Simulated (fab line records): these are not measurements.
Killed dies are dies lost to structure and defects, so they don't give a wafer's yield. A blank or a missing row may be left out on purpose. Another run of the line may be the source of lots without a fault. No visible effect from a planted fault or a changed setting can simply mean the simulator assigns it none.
Comparing a struck lot with a sound one / flow nand-harc / 15 out of 1302 route steps
Sound: these wafers, L455.2, L455.5, L455.6. Struck: wafers L470.4, L470.6 (left out: L470.3, a lot-mate that was not struck); the cause follows at the end.
Each step with rows lists, per side, the tool, then ch with its chambers, then its first start. Under that, the readings that differ: sound wafers / struck wafers / difference of the means / sigmas: that difference in standard deviations of wafers without a fault.
alike: readings whose means differ by less than 2 such deviations, and words and numbers that are the same on both sides. not compared: withheld readings, readings that some wafer has no value for, bounds like >300 that may hide the same value, and numbers for which the record gives no deviation and whose values overlap.
A row with sigmas, a row that says differs or no value, or rows on one side alone: a step with any of these is where the two part. Numbers that don't overlap but have no deviation are shown without sigmas and don't part them. A reading that every wafer of one side lacks parts them only if that side has two wafers or more.

NHARC_A_DECK1_JOINT_ETCHBACK_07: etches the open film in HBr, target depth 105 nm, time 26.9 s.
  sound on rie-si-02 ch 0,1,2, day 14 06:51; struck on rie-si-03 ch 0,1, day 20 01:23
reading=oes-product-au (a.u.); sound=1.020 1.016 1.020; struck=0.996 0.995; difference=-0.023; sigmas=-3
  alike: drypump-motor-current-A, throttle-valve-pct
  not compared: rf-hours-counter-h
then, 8 steps without rows for these wafers: NHARC_A_DECK1_JOINT_ETCH_25 (etches SiO2 in dHF, target depth 0.5 nm); NHARC_A_DECK1_JOINT_ETCH_19 (etches poly-Si in TMAH, target depth 3 nm); NHARC_A_DECK1_JOINT_ETCH_18 (etches SiO2 in dHF, target depth 3 nm); NHARC_A_DECK1_JOINT_WET_08 (chemistry H3PO4, time 86 s); NHARC_A_DECK1_JOINT_ETCH_09 (etches SiO2 in dHF, target depth 5 nm); NHARC_A_DECK1_JOINT_WET_10 (chemistry H3PO4, time 86 s); NHARC_A_DECK1_JOINT_ETCH_11 (etches SiO2 in dHF, target depth 35 nm); NHARC_A_DECK1_JOINT_CVD_12 (deposits poly-Si, target thk 90 nm, time 1800 s).
NHARC_A_DECK1_JOINT_CMP_13: polishes, target thk 51.023 nm.
  sound on cmp-03 ch 0,1,2, day 14 17:01; struck on cmp-02 ch 2,3, day 20 11:43
  alike: motor-current-A, retaining-ring-pressure-frac, time-to-endpoint-s
NHARC_A_DECK1_JOINT_THK_MEAS_14: measures by ellipsometry.
  sound on film-metro-01 at day 14 17:11; struck on film-metro-02 at day 20 11:56
reading=thk-nm (nm); sound=54.4 53.2 53.2; struck=49.3 48.4; difference=-4.8; sigmas=-3
after that, 1 step had no rows for these wafers: NHARC_A_DECK1_JOINT_SRD_04.
NHARC_A_DECK1_JOINT_ETCHBACK_00: etches the open film in HBr, target depth 30 nm, time 17.4 s.
  sound on rie-si-05 ch 2,3, day 14 17:20; struck on rie-si-02 ch 0, day 20 12:04
reading=drypump-motor-current-A (A); sound=6.1 6.1 6.4; struck=5.0 5.0; difference=-1.2; sigmas=-3
reading=oes-product-au (a.u.); sound=1.011 0.994 1.005; struck=1.252 1.250; difference=+0.248; sigmas=+26
  alike: throttle-valve-pct
  not compared: rf-hours-counter-h
then, 1 step without rows for these wafers: NHARC_A_DECK1_JOINT_PRECLEAN_30 (cleans in SC1).
-- break in the record here, with 14 days between the starts of the struck wafers on either side (left off in module A_DECK1_JOINT, picked up again in module END, where the first step shown is number 1302 on the route) --
NHARC_END_SORT_01:
  only the struck wafers appear in the record here, on prober-01 ch 0 at day 34 04:10; the sound ones have no rows

## WHERE THEY PART
First at NHARC_A_DECK1_JOINT_ETCHBACK_07; last, within this record, at NHARC_END_SORT_01.

WHY: what the simulator had put in
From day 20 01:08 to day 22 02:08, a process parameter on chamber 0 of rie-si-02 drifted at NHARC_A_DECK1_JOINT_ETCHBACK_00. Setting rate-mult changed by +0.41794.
